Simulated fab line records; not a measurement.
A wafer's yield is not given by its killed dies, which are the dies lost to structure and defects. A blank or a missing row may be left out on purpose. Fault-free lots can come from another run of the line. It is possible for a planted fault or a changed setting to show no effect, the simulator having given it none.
A lot that was struck, set against a sound lot | flow nand harc | 15 steps out of a route of 1159
Sound: wafers L350.1, L350.2, L350.6. Struck: wafer L360.3; the same lot's L360.4 was not struck, so it is left out; see the end for the cause.
Per side, at each step with rows, come the tool, then ch with its chambers, and then its first start. Under that, the readings that differ: sound wafers | struck wafers | difference of the means | sigmas: that difference in standard deviations of wafers without a fault.
alike: readings with means less than 2 such deviations apart, plus words and numbers identical on both sides. not compared: withheld readings, readings lacking a value on some wafer, bounds such as >300 that could conceal the same value, and numbers that have no deviation in the record and whose values overlap.
Wherever a step has rows on one side only, a row that says differs or no value, or a row with sigmas, the two part there. Non-overlapping numbers with no deviation appear without sigmas and do not part them. Lack of a reading on every wafer of one side parts them only where that side has two or more wafers.

first, 1 step without rows for these wafers: NHARC_A_CHANNEL_HOLE_D1_STRIP_43 (strips in O2/COS).
NHARC_A_CHANNEL_HOLE_D1_ETCH_44: etches the open film in CF4/O2, target depth 140 nm, overetch 14 nm, time 77 s.
  sound on rie diel-10 ch 1,2,3, day 10 02:42; struck on rie diel-01 ch 1, day 12 16:01
  reading                | sound                | struck | difference | sigmas
  throttle valve pct (%) | 13.415 13.408 13.417 | 13.388 | -0.025     | -3
  alike: drypump motor current A, oes_f_703_au, oes product au, rf vpp V, showerhead plenum p Torr
  not compared: rf hours counter h
NHARC_A_CHANNEL_HOLE_D1_STRIP_27: strips in O2.
  sound: rie diel-10 ch 0,1,2; struck: rie diel-01 ch 0
  reading                         | sound          | struck | difference | sigmas
  drypump motor current A (A)     | 4.8 5.7 5.5    | 6.7    | +1.4       | +2
  showerhead plenum p Torr (Torr) | 3.34 3.33 3.60 | 3.74   | +0.32      | +2
  alike: oes product au, rf vpp V, throttle valve pct
  not compared: rf hours counter h
then, 2 steps without rows for these wafers: NHARC_A_CHANNEL_HOLE_D1_PRECLEAN_28 (cleans in SC1); NHARC_A_CHANNEL_HOLE_D1_SRD_29.
NHARC_A_CHANNEL_HOLE_D1_CD_MEAS_30:
  sound on cd sem-03, day 10 03:29; struck on cd sem-03, day 12 16:50
  alike: cd nm
then, 1 step without rows for these wafers: NHARC_A_CHANNEL_HOLE_D1_XSEM_31.
NHARC_A_CHANNEL_HOLE_D1_INSPECT_40:
  sound on defect inspect-02, day 10 03:40; struck on defect inspect-01, day 12 17:01
  alike: raw defect count
then, 2 steps without rows for these wafers: NHARC_A_CHANNEL_FILL_D1_PRECLEAN_00 (cleans in SC1); NHARC_A_CHANNEL_FILL_D1_SRD_01.
NHARC_A_CHANNEL_FILL_D1_ALD_02: deposits SiO2, target thk 6 nm, pulse time 10 s, ald cycles 60.
  sound on ald hk-03 ch 0,2, day 10 03:53; struck on ald hk-03 ch 0, day 12 17:29
  reading                    | sound             | struck | difference | sigmas
  precursor pulse height rel | 1.021 0.983 1.038 | 0.969  | -0.045     | -2
  alike: heater power w
  not compared: ald cycles
NHARC_A_CHANNEL_FILL_D1_ALD_03: deposits SiNx, target thk 6 nm, pulse time 60 s, ald cycles 58.
  sound: ald sin batch-02 ch 0; struck: ald sin batch-02 ch 0
  reading                    | sound             | struck | difference | sigmas
  precursor pulse height rel | 1.010 1.005 1.000 | 0.965  | -0.040     | -2
  alike: chamber pressure Torr
  not compared: ald cycles
NHARC_A_CHANNEL_FILL_D1_ALD_14: deposits SiO2, target thk 2.5 nm, pulse time 10 s, ald cycles 25.
  sound on ald hk-03 ch 0,3, day 10 10:51; struck on ald hk-04 ch 0, day 13 00:08
  reading    | sound    | struck | difference | sigmas
  ald cycles | 25 25 25 | 29     | +4         |
  alike: heater power w, precursor pulse height rel
NHARC_A_CHANNEL_FILL_D1_ALD_15: deposits SiNx, target thk 2 nm, pulse time 60 s, ald cycles 19.
  sound: ald sin batch-02 ch 0; struck: ald sin batch-01 ch 0
  alike: chamber pressure Torr, precursor pulse height rel
  not compared: ald cycles
-- jump in the record: it breaks off in module A_CHANNEL_FILL_D1 and resumes in module END (first step shown: number 1159 of the route), and 10 days separate the struck wafers' starts before and after --
NHARC_END_SORT_01:
  here the record holds rows for the struck wafers (prober-01 ch 0, day 23 11:57) but none for the sound ones

== WHERE THEY PART ==
First at NHARC_A_CHANNEL_HOLE_D1_ETCH_44; last, within this record, at NHARC_END_SORT_01.

WHY: what had been put in by the simulator
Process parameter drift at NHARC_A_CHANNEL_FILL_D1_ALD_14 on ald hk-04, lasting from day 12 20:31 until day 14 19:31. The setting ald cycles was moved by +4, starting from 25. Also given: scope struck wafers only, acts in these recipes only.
